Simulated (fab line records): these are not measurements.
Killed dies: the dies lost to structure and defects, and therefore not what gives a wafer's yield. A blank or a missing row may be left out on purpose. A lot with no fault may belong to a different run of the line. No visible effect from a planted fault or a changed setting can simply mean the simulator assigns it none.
Matching of chambers ; flow nand-harc ; cmp-02 running NHARC_A_BONDPAD_CMP_29: 4 sister chambers
The step polishes SiCN, target thk 200 nm. 8 wafers are shown with their chamber, then 8 later ones without.

== WAFERS PAIRED WITH THEIR CHAMBERS ==
wafer;chamber;motor-current-A (A);retaining-ring-pressure-frac
L079.3;0;12.8;0.986
L084.4;0;12.9;0.988
L086.5;2;11.7;0.996
L086.6;1;12.3;0.994
L089.1;1;13.0;0.996
L089.4;2;11.9;1.000
L089.5;3;10.2;0.990
L088.2;3;10.5;1.010

== WAFERS WHOSE CHAMBER IS MISSING ==
wafer;motor-current-A (A);retaining-ring-pressure-frac
L088.4;12.2;1.004
L088.5;12.0;0.997
L092.3;10.5;1.002
L092.4;11.8;0.987
L092.6;12.7;1.001
L096.3;12.9;1.013
L096.4;12.2;0.995
L096.5;11.4;1.006

== EACH ONE'S CHAMBER ==
wafer;from the rows above;in truth
L088.4;can't be placed: 2 or 1 or 0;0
L088.5;can't be placed: 2 or 1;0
L092.3;3;3
L092.4;can't be placed: 2 or 1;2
L092.6;can't be placed: 1 or 0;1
L096.3;can't be placed: 1 or 0 or 2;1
L096.4;can't be placed: 2 or 1 or 0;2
L096.5;2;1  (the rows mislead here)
Correct placement for 1 of the 8. Not placeable from these rows: 6 (in 5, the candidates include the true chamber). Number placed wrongly: 1.
How it was worked out, from the rows above alone: a wafer's distance from a chamber is the root of the sum, over the readings, of the square of ((its reading less the chamber's mean) divided by the reading's scatter). If the next closest chamber is less than 2 further off than the closest, the wafer can't be placed; otherwise it belongs to the closest. Each chamber's mean is taken over the wafers shown for it. The scatter is the square root of a quotient: the sum, over the shown wafers, of each reading's squared deviation from its chamber's mean, divided by wafers minus chambers.
